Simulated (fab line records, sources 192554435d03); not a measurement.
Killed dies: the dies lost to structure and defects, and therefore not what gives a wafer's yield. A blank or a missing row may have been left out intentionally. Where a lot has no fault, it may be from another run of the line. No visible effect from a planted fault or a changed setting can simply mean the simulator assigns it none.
What tool caused it? + flow n5_finfet + 60 wafers from 20 lots sampled at 6 of the route's 1938 steps

== WHAT THE GAUGES SHOWED, per wafer ==
Not one reading of a measure or inspect step in the record can be checked against a usual standard deviation.

== WHICH TOOL RAN EACH LOT (tool, then ch and the chambers of the sampled wafers, then the start) ==
| lot  | N5_BEOL_M0_SAQP_ETCH_88            | N5_BEOL_M0_SAQP_STRIP_75           | N5_BEOL_M0_TRENCH_ETCH_107         | N5_BEOL_M0_PRE_CLEAN_113     | N5_BEOL_M0_SPUTTER_116       | N5_BEOL_M0_ANNEAL_135        |
|------|------------------------------------|------------------------------------|------------------------------------|------------------------------|------------------------------|------------------------------|
| L077 | rie_diel-06 ch 0,2,3, day 6 08:42  | rie_diel-02 ch 0,2,3, day 6 09:38  | rie_diel-05 ch 0,3, day 6 12:01    | pvd_sputter-03, day 6 13:27  | pvd_sputter-03, day 6 13:56  | pvd_sputter-03, day 6 14:15  |
| L078 | rie_diel-04 ch 1,2, day 6 20:12    | rie_diel-04 ch 0,1,2, day 6 21:05  | rie_diel-01 ch 1,2, day 6 22:30    | pvd_sputter-01, day 6 23:01  | pvd_sputter-03, day 6 23:55  | pvd_sputter-03, day 7 00:14  |
| L079 | rie_diel-04 ch 1,2,3, day 7 01:34  | rie_diel-04 ch 0,2,3, day 7 02:32  | rie_diel-05 ch 0,1,3, day 7 04:18  | pvd_sputter-03, day 7 05:10  | pvd_sputter-02, day 7 06:22  | pvd_sputter-02, day 7 06:41  |
| L080 | rie_diel-02 ch 2,3, day 7 04:17    | rie_diel-04 ch 0,1,3, day 7 05:13  | rie_diel-03 ch 0,1,2, day 7 14:25  | pvd_sputter-01, day 7 15:14  | pvd_sputter-01, day 7 17:26  | pvd_sputter-01, day 7 17:46  |
| L081 | rie_diel-04 ch 0,1, day 7 13:14    | rie_diel-06 ch 1,2, day 7 14:46    | rie_diel-01 ch 0,1,2, day 7 17:20  | pvd_sputter-01, day 7 18:00  | pvd_sputter-01, day 7 18:46  | pvd_sputter-01, day 7 19:05  |
| L082 | rie_diel-06 ch 0,2,3, day 7 18:32  | rie_diel-02 ch 1,2,3, day 7 19:35  | rie_diel-03 ch 2,3, day 7 23:21    | pvd_sputter-01, day 8 00:59  | pvd_sputter-02, day 8 02:13  | pvd_sputter-02, day 8 02:32  |
| L083 | rie_diel-06 ch 0,2, day 7 19:05    | rie_diel-02 ch 1,3, day 7 19:59    | rie_diel-01 ch 1,3, day 8 01:17    | pvd_sputter-03, day 8 03:02  | pvd_sputter-03, day 8 03:38  | pvd_sputter-03, day 8 03:57  |
| L084 | rie_diel-02 ch 1,3, day 8 08:22    | rie_diel-06 ch 0,1, day 8 09:21    | rie_diel-03 ch 0,3, day 8 11:24    | pvd_sputter-03, day 8 12:10  | pvd_sputter-02, day 8 12:46  | pvd_sputter-02, day 8 13:05  |
| L085 | rie_diel-06 ch 0,1, day 8 16:10    | rie_diel-06 ch 0,3, day 8 17:03    | rie_diel-03 ch 0,2,3, day 8 20:38  | pvd_sputter-02, day 8 21:53  | pvd_sputter-02, day 8 22:22  | pvd_sputter-02, day 8 22:41  |
| L087 | rie_diel-02 ch 0,1,2, day 8 22:29  | rie_diel-02 ch 0,1,2, day 8 23:56  | rie_diel-03 ch 0,1,2, day 9 04:16  | pvd_sputter-01, day 9 05:05  | pvd_sputter-03, day 9 05:46  | pvd_sputter-03, day 9 06:05  |
| L086 | rie_diel-06 ch 0,1,3, day 9 01:20  | rie_diel-02 ch 0,1,2, day 9 02:12  | rie_diel-01 ch 1,3, day 9 04:26    | pvd_sputter-01, day 9 05:12  | pvd_sputter-01, day 9 06:02  | pvd_sputter-01, day 9 06:22  |
| L089 | rie_diel-02 ch 0,2, day 9 12:15    | rie_diel-06 ch 0,1,2, day 9 13:09  | rie_diel-03 ch 1,2, day 9 15:56    | pvd_sputter-03, day 9 16:49  | pvd_sputter-01, day 9 18:01  | pvd_sputter-01, day 9 18:20  |
| L090 | rie_diel-02 ch 1,3, day 9 15:19    | rie_diel-04 ch 1,2, day 9 16:15    | rie_diel-01 ch 0,1, day 9 18:22    | pvd_sputter-02, day 9 19:16  | pvd_sputter-02, day 9 19:54  | pvd_sputter-02, day 9 20:13  |
| L091 | rie_diel-06 ch 0,1, day 9 23:08    | rie_diel-02 ch 0,1, day 10 00:00   | rie_diel-01 ch 0,1,3, day 10 05:42 | pvd_sputter-03, day 10 06:28 | pvd_sputter-03, day 10 07:13 | pvd_sputter-03, day 10 07:32 |
| L092 | rie_diel-04 ch 0,1,2, day 10 05:46 | rie_diel-04 ch 0,1,3, day 10 06:45 | rie_diel-03 ch 0,1,3, day 10 08:55 | pvd_sputter-01, day 10 10:52 | pvd_sputter-01, day 10 11:29 | pvd_sputter-01, day 10 11:49 |
| L093 | rie_diel-06 ch 0,2, day 10 12:04   | rie_diel-06 ch 2,3, day 10 13:22   | rie_diel-01 ch 1,3, day 10 16:47   | pvd_sputter-02, day 10 17:45 | pvd_sputter-01, day 10 18:35 | pvd_sputter-01, day 10 18:56 |
| L094 | rie_diel-04 ch 0,1,2, day 10 21:17 | rie_diel-06 ch 0,1,2, day 10 22:11 | rie_diel-03 ch 0,1,3, day 11 00:55 | pvd_sputter-02, day 11 02:12 | pvd_sputter-02, day 11 02:39 | pvd_sputter-02, day 11 03:46 |
| L095 | rie_diel-06 ch 0,2,3, day 10 22:40 | rie_diel-04 ch 0,2,3, day 10 23:32 | rie_diel-01 ch 0,1,2, day 11 01:38 | pvd_sputter-01, day 11 02:24 | pvd_sputter-03, day 11 04:40 | pvd_sputter-03, day 11 04:59 |
| L096 | rie_diel-06 ch 0,1,3, day 11 01:40 | rie_diel-06 ch 1,2,3, day 11 03:41 | rie_diel-05 ch 0,1,3, day 11 05:06 | pvd_sputter-02, day 11 05:46 | pvd_sputter-03, day 11 06:16 | pvd_sputter-03, day 11 06:35 |
| L097 | rie_diel-02 ch 0,2, day 11 15:22   | rie_diel-02 ch 2,3, day 11 16:15   | rie_diel-01 ch 0,2,3, day 11 18:17 | pvd_sputter-01, day 11 19:05 | pvd_sputter-03, day 11 19:45 | pvd_sputter-03, day 11 20:04 |
- N5_BEOL_M0_SAQP_ETCH_88: etches underlayer in N2/H2, target depth 6.5 nm, time 5.2 s.
- N5_BEOL_M0_SAQP_STRIP_75: strips in CF4.
- N5_BEOL_M0_TRENCH_ETCH_107: etches SiOC in C4F6/O2, target depth 32.8 nm, time 16.4 s.
- N5_BEOL_M0_PRE_CLEAN_113: time 30 s.
- N5_BEOL_M0_SPUTTER_116: material Cu, target thk 4 nm, time 7.37 s.
- N5_BEOL_M0_ANNEAL_135: time 60 s.

== WHAT THE TOOLS THEMSELVES READ (means of the sampled wafers that have a number; where no wafer has one, the mark that the record gives instead) ==
N5_BEOL_M0_SAQP_ETCH_88. Usual: chamber_pressure_mTorr is 30.00 mTorr with standard deviation 0.041, drypump_motor_current_A is 5.3 A with standard deviation 0.48, etch_rf_on_time_s is 5.13 s with standard deviation 0.11, oes_product_au is 0.68 a.u. with standard deviation 0.09, rf_vpp_V is 524 V with standard deviation 3.2, showerhead_plenum_p_Torr is 2.55 Torr with standard deviation 0.11, and throttle_valve_pct is 17.87 % with standard deviation 0.28.
| lot  | tool        | chamber_pressure_mTorr (mTorr) | drypump_motor_current_A (A) | etch_rf_on_time_s (s) | oes_product_au (a.u.) | rf_vpp_V (V) | showerhead_plenum_p_Torr (Torr) | throttle_valve_pct (%) | flag |
|------|-------------|--------------------------------|-----------------------------|-----------------------|-----------------------|--------------|---------------------------------|------------------------|------|
| L077 | rie_diel-06 | 29.99                          | 4.7                         | 5.17                  | 0.62                  | 522          | 2.49                            | 18.07                  |      |
| L078 | rie_diel-04 | 29.97                          | 5.3                         | 5.19                  | 0.69                  | 524          | 2.57                            | 17.87                  |      |
| L079 | rie_diel-04 | 29.99                          | 5.5                         | 5.18                  | 0.68                  | 525          | 2.59                            | 17.95                  |      |
| L080 | rie_diel-02 | 30.00                          | 5.6                         | 5.12                  | 0.61                  | 526          | 2.63                            | 18.21                  |      |
| L081 | rie_diel-04 | 30.00                          | 5.5                         | 5.23                  | 0.70                  | 524          | 2.57                            | 17.80                  |      |
| L082 | rie_diel-06 | 30.01                          | 4.8                         | 5.14                  | 0.61                  | 523          | 2.49                            | 18.09                  |      |
| L083 | rie_diel-06 | 30.01                          | 4.7                         | 5.10                  | 0.60                  | 519          | 2.41                            | 18.16                  |      |
| L084 | rie_diel-02 | 29.98                          | 5.9                         | 5.20                  | 0.59                  | 524          | 2.54                            | 18.09                  |      |
| L085 | rie_diel-06 | 29.95                          | 5.1                         | 5.13                  | 0.67                  | 520          | 2.44                            | 17.84                  |      |
| L087 | rie_diel-02 | 30.02                          | 5.8                         | 5.15                  | 0.67                  | 524          | 2.58                            | 17.73                  |      |
| L086 | rie_diel-06 | 29.99                          | 5.1                         | 5.13                  | 0.66                  | 523          | 2.51                            | 17.86                  |      |
| L089 | rie_diel-02 | 30.00                          | 5.6                         | 5.12                  | 0.67                  | 527          | 2.65                            | 17.97                  |      |
| L090 | rie_diel-02 | 29.97                          | 5.9                         | 5.22                  | 0.77                  | 524          | 2.54                            | 17.77                  |      |
| L091 | rie_diel-06 | 29.96                          | 5.1                         | 5.08                  | 0.67                  | 520          | 2.43                            | 17.85                  |      |
| L092 | rie_diel-04 | 30.00                          | 5.4                         | 5.08                  | 0.71                  | 525          | 2.58                            | 17.71                  |      |
| L093 | rie_diel-06 | 30.00                          | 4.7                         | 5.10                  | 0.73                  | 527          | 2.61                            | 17.95                  |      |
| L094 | rie_diel-04 | 29.99                          | 5.4                         | 5.08                  | 0.71                  | 525          | 2.57                            | 17.72                  |      |
| L095 | rie_diel-06 | 30.00                          | 4.8                         | 5.08                  | 0.67                  | 525          | 2.58                            | 18.01                  |      |
| L096 | rie_diel-06 | 30.02                          | 5.1                         | 5.09                  | 0.65                  | 525          | 2.50                            | 17.88                  |      |
| L097 | rie_diel-02 | 29.97                          | 5.7                         | 5.11                  | 0.70                  | 527          | 2.67                            | 17.83                  |      |

N5_BEOL_M0_SAQP_STRIP_75. Usual: cf4_flow_sccm is 150.0 sccm with standard deviation 0.46, chamber_pressure_mTorr is 50.00 mTorr with standard deviation 0.043, drypump_motor_current_A is 5.4 A with standard deviation 0.48, oes_product_au is 0.182 a.u. with standard deviation 0.023, rf_vpp_V is 271.2 V with standard deviation 1.7, showerhead_plenum_p_Torr is 1.80 Torr with standard deviation 0.069, and throttle_valve_pct is 13.61 % with standard deviation 0.28.
| lot  | tool        | cf4_flow_sccm (sccm) | chamber_pressure_mTorr (mTorr) | drypump_motor_current_A (A) | oes_product_au (a.u.) | rf_vpp_V (V) | showerhead_plenum_p_Torr (Torr) | throttle_valve_pct (%) | flag |
|------|-------------|----------------------|--------------------------------|-----------------------------|-----------------------|--------------|---------------------------------|------------------------|------|
| L077 | rie_diel-02 | 149.7                | 50.03                          | 5.7                         | 0.161                 | 271.3        | 1.80                            | 13.86                  |      |
| L078 | rie_diel-04 | 150.0                | 50.02                          | 5.4                         | 0.197                 | 271.7        | 1.82                            | 13.30                  |      |
| L079 | rie_diel-04 | 150.6                | 50.02                          | 5.5                         | 0.196                 | 271.6        | 1.83                            | 13.47                  |      |
| L080 | rie_diel-04 | 150.3                | 50.00                          | 5.6                         | 0.188                 | 271.2        | 1.83                            | 13.61                  |      |
| L081 | rie_diel-06 | 150.0                | 50.04                          | 5.1                         | 0.173                 | 269.9        | 1.72                            | 13.75                  |      |
| L082 | rie_diel-02 | 150.0                | 49.99                          | 5.8                         | 0.160                 | 271.1        | 1.79                            | 13.76                  |      |
| L083 | rie_diel-02 | 149.7                | 49.99                          | 5.9                         | 0.160                 | 271.1        | 1.78                            | 13.77                  |      |
| L084 | rie_diel-06 | 150.5                | 50.01                          | 5.5                         | 0.194                 | 270.2        | 1.75                            | 13.52                  |      |
| L085 | rie_diel-06 | 150.0                | 50.00                          | 4.8                         | 0.168                 | 269.9        | 1.76                            | 13.81                  |      |
| L087 | rie_diel-02 | 150.3                | 49.96                          | 5.8                         | 0.175                 | 270.8        | 1.82                            | 13.59                  |      |
| L086 | rie_diel-02 | 150.1                | 50.02                          | 5.8                         | 0.176                 | 271.2        | 1.82                            | 13.59                  |      |
| L089 | rie_diel-06 | 150.1                | 49.96                          | 5.1                         | 0.199                 | 271.0        | 1.80                            | 13.56                  |      |
| L090 | rie_diel-04 | 150.5                | 49.98                          | 5.3                         | 0.180                 | 271.3        | 1.81                            | 13.47                  |      |
| L091 | rie_diel-02 | 149.7                | 49.98                          | 5.9                         | 0.196                 | 271.9        | 1.84                            | 13.42                  |      |
| L092 | rie_diel-04 | 149.9                | 49.98                          | 5.6                         | 0.183                 | 271.7        | 1.82                            | 13.66                  |      |
| L093 | rie_diel-06 | 150.0                | 49.98                          | 4.7                         | 0.194                 | 273.0        | 1.89                            | 13.54                  |      |
| L094 | rie_diel-06 | 150.2                | 49.99                          | 5.1                         | 0.192                 | 270.8        | 1.79                            | 13.59                  |      |
| L095 | rie_diel-04 | 150.3                | 49.99                          | 5.5                         | 0.188                 | 271.9        | 1.83                            | 13.53                  |      |
| L096 | rie_diel-06 | 150.0                | 50.05                          | 5.1                         | 0.189                 | 271.6        | 1.83                            | 13.54                  |      |
| L097 | rie_diel-02 | 150.5                | 50.01                          | 5.6                         | 0.180                 | 272.5        | 1.84                            | 13.77                  |      |

N5_BEOL_M0_TRENCH_ETCH_107. Usual: chamber_pressure_mTorr is 30.002 mTorr with standard deviation 0.027, drypump_motor_current_A is 5.7 A with standard deviation 0.32, mfc_ar_sccm is 300.0 sccm with standard deviation 0.92, oes_product_au is 0.77 a.u. with standard deviation 0.085, rf_vpp_V is 667 V with standard deviation 15, showerhead_plenum_p_Torr is 2.85 Torr with standard deviation 0.075, and throttle_valve_pct is 20.81 % with standard deviation 0.29.
| lot  | tool        | chamber_pressure_mTorr (mTorr) | drypump_motor_current_A (A) | mfc_ar_sccm (sccm) | oes_product_au (a.u.) | rf_vpp_V (V) | showerhead_plenum_p_Torr (Torr) | throttle_valve_pct (%) | flag |
|------|-------------|--------------------------------|-----------------------------|--------------------|-----------------------|--------------|---------------------------------|------------------------|------|
| L077 | rie_diel-05 | 29.994                         | 5.8                         | 298.4              | 0.74                  | 677          | 2.87                            | 21.14                  |      |
| L078 | rie_diel-01 | 30.001                         | 5.8                         | 299.6              | 0.70                  | 661          | 2.80                            | 20.98                  |      |
| L079 | rie_diel-05 | 29.996                         | 5.8                         | 299.6              | 0.73                  | 682          | 2.86                            | 21.03                  |      |
| L080 | rie_diel-03 | 30.009                         | 5.5                         | 299.6              | 0.79                  | 673          | 2.89                            | 20.65                  |      |
| L081 | rie_diel-01 | 30.038                         | 5.8                         | 300.5              | 0.78                  | 661          | 2.81                            | 20.83                  |      |
| L082 | rie_diel-03 | 29.999                         | 5.2                         | 300.0              | 0.76                  | 658          | 2.80                            | 20.57                  |      |
| L083 | rie_diel-01 | 29.993                         | 5.6                         | 300.6              | 0.71                  | 657          | 2.83                            | 21.00                  |      |
| L084 | rie_diel-03 | 29.991                         | 5.7                         | 301.2              | 0.79                  | 652          | 2.81                            | 20.46                  |      |
| L085 | rie_diel-03 | 29.983                         | 5.5                         | 300.6              | 0.76                  | 662          | 2.84                            | 20.59                  |      |
| L087 | rie_diel-03 | 30.009                         | 5.5                         | 300.9              | 0.77                  | 673          | 2.88                            | 20.67                  |      |
| L086 | rie_diel-01 | 30.009                         | 5.7                         | 299.4              | 0.69                  | 665          | 2.83                            | 20.76                  |      |
| L089 | rie_diel-03 | 29.995                         | 5.2                         | 299.3              | 0.76                  | 669          | 2.84                            | 20.68                  |      |
| L090 | rie_diel-01 | 29.994                         | 5.9                         | 299.6              | 0.84                  | 661          | 2.80                            | 20.69                  |      |
| L091 | rie_diel-01 | 29.953                         | 5.7                         | 300.0              | 0.75                  | 659          | 2.81                            | 20.86                  |      |
| L092 | rie_diel-03 | 29.987                         | 5.7                         | 299.9              | 0.78                  | 665          | 2.84                            | 20.58                  |      |
| L093 | rie_diel-01 | 29.981                         | 5.7                         | 298.8              | 0.69                  | 665          | 2.82                            | 20.79                  |      |
| L094 | rie_diel-03 | 30.028                         | 5.7                         | 299.9              | 0.77                  | 665          | 2.84                            | 20.59                  |      |
| L095 | rie_diel-01 | 29.999                         | 5.8                         | 301.1              | 0.83                  | 661          | 2.79                            | 20.73                  |      |
| L096 | rie_diel-05 | 30.001                         | 5.8                         | 299.7              | 0.81                  | 685          | 2.96                            | 20.95                  |      |
| L097 | rie_diel-01 | 30.023                         | 5.7                         | 300.2              | 0.82                  | 652          | 2.80                            | 21.00                  |      |

N5_BEOL_M0_PRE_CLEAN_113. Usual: heater_power_w 341 W, standard deviation 37; susceptor_temp_C 249.97 C, standard deviation 0.17.
| lot  | tool           | heater_power_w (W) | susceptor_temp_C (C) | flag |
|------|----------------|--------------------|----------------------|------|
| L077 | pvd_sputter-03 | 338                | 249.92               |      |
| L078 | pvd_sputter-01 | 318                | 250.15               |      |
| L079 | pvd_sputter-03 | 354                | 249.92               |      |
| L080 | pvd_sputter-01 | 338                | 250.15               |      |
| L081 | pvd_sputter-01 | 358                | 249.97               |      |
| L082 | pvd_sputter-01 | 299                | 249.79               |      |
| L083 | pvd_sputter-03 | 354                | 249.88               |      |
| L084 | pvd_sputter-03 | 359                | 249.86               |      |
| L085 | pvd_sputter-02 | 346                | 249.96               |      |
| L087 | pvd_sputter-01 | 381                | 250.01               |      |
| L086 | pvd_sputter-01 | 363                | 249.80               |      |
| L089 | pvd_sputter-03 | 356                | 249.84               |      |
| L090 | pvd_sputter-02 | 338                | 249.84               |      |
| L091 | pvd_sputter-03 | 351                | 250.10               |      |
| L092 | pvd_sputter-01 | 343                | 249.88               |      |
| L093 | pvd_sputter-02 | 354                | 250.05               |      |
| L094 | pvd_sputter-02 | 313                | 249.98               |      |
| L095 | pvd_sputter-01 | 332                | 249.75               |      |
| L096 | pvd_sputter-02 | 321                | 249.81               |      |
| L097 | pvd_sputter-01 | 312                | 250.00               |      |

N5_BEOL_M0_SPUTTER_116. Usual: chamber_pressure_pa 0.07 Pa, standard deviation 0.00015; susceptor_temp_C -20.02 C, standard deviation 0.1; throttle_valve_pct 29.9 %, standard deviation 1.2.
| lot  | tool           | chamber_pressure_pa (Pa) | susceptor_temp_C (C) | throttle_valve_pct (%) | flag |
|------|----------------|--------------------------|----------------------|------------------------|------|
| L077 | pvd_sputter-03 | 0.07                     | -20.05               | 29.6                   |      |
| L078 | pvd_sputter-03 | 0.07                     | -20.06               | 30.0                   |      |
| L079 | pvd_sputter-02 | 0.07                     | -20.08               | 30.3                   |      |
| L080 | pvd_sputter-01 | 0.07                     | -19.94               | 29.8                   |      |
| L081 | pvd_sputter-01 | 0.07                     | -20.15               | 30.9                   |      |
| L082 | pvd_sputter-02 | 0.07                     | -20.09               | 30.6                   |      |
| L083 | pvd_sputter-03 | 0.07                     | -20.06               | 29.5                   |      |
| L084 | pvd_sputter-02 | 0.07                     | -20.07               | 30.5                   |      |
| L085 | pvd_sputter-02 | 0.07                     | -19.98               | 30.3                   |      |
| L087 | pvd_sputter-03 | 0.07                     | -20.03               | 29.3                   |      |
| L086 | pvd_sputter-01 | 0.07                     | -19.96               | 31.8                   |      |
| L089 | pvd_sputter-01 | 0.07                     | -19.94               | 30.2                   |      |
| L090 | pvd_sputter-02 | 0.07                     | -20.07               | 29.8                   |      |
| L091 | pvd_sputter-03 | 0.07                     | -19.94               | 30.2                   |      |
| L092 | pvd_sputter-01 | 0.07                     | -19.95               | 29.6                   |      |
| L093 | pvd_sputter-01 | 0.07                     | -20.10               | 29.4                   |      |
| L094 | pvd_sputter-02 | 0.07                     | -20.14               | 30.7                   |      |
| L095 | pvd_sputter-03 | 0.07                     | -20.09               | 29.9                   |      |
| L096 | pvd_sputter-03 | 0.07                     | -19.89               | 30.1                   |      |
| L097 | pvd_sputter-03 | 0.07                     | -20.08               | 29.9                   |      |

N5_BEOL_M0_ANNEAL_135. Usual: heater_power_w 844 W, standard deviation 91; susceptor_temp_C 400.01 C, standard deviation 0.23.
| lot  | tool           | heater_power_w (W) | susceptor_temp_C (C) | flag |
|------|----------------|--------------------|----------------------|------|
| L077 | pvd_sputter-03 | 887                | 400.18               |      |
| L078 | pvd_sputter-03 | 844                | 400.07               |      |
| L079 | pvd_sputter-02 | 876                | 400.18               |      |
| L080 | pvd_sputter-01 | 817                | 400.03               |      |
| L081 | pvd_sputter-01 | 862                | 400.07               |      |
| L082 | pvd_sputter-02 | 792                | 400.34               |      |
| L083 | pvd_sputter-03 | 882                | 399.72               |      |
| L084 | pvd_sputter-02 | 916                | 399.94               |      |
| L085 | pvd_sputter-02 | 873                | 400.17               |      |
| L087 | pvd_sputter-03 | 925                | 400.22               |      |
| L086 | pvd_sputter-01 | 779                | 399.96               |      |
| L089 | pvd_sputter-01 | 816                | 400.23               |      |
| L090 | pvd_sputter-02 | 842                | 400.11               |      |
| L091 | pvd_sputter-03 | 832                | 400.07               |      |
| L092 | pvd_sputter-01 | 912                | 400.02               |      |
| L093 | pvd_sputter-01 | 845                | 400.21               |      |
| L094 | pvd_sputter-02 | 790                | 400.06               |      |
| L095 | pvd_sputter-03 | 848                | 400.06               |      |
| L096 | pvd_sputter-03 | 845                | 399.80               |      |
| L097 | pvd_sputter-03 | 845                | 399.92               |      |

== THE ANSWER, worked out from the rows above alone ==
Rule: a lot counts as off when the mean over its wafers that have a number is more than 3 standard deviations away from the usual mean. Also off: a lot with no number at a reading for which 4 or more lots have one. Any other lot the step has rows for is counted as sound. The gauges are gone through in route order, then the tools' own readings, and for those a lot's mean is taken as printed above. The first step at which some lot is off is used, and at that step the reading that is off furthest; a lot without a number counts as furthest.
None of the lots is off at any reading shown; this tells nothing.

== WHAT HAD BEEN PUT IN BY THE SIMULATOR ==
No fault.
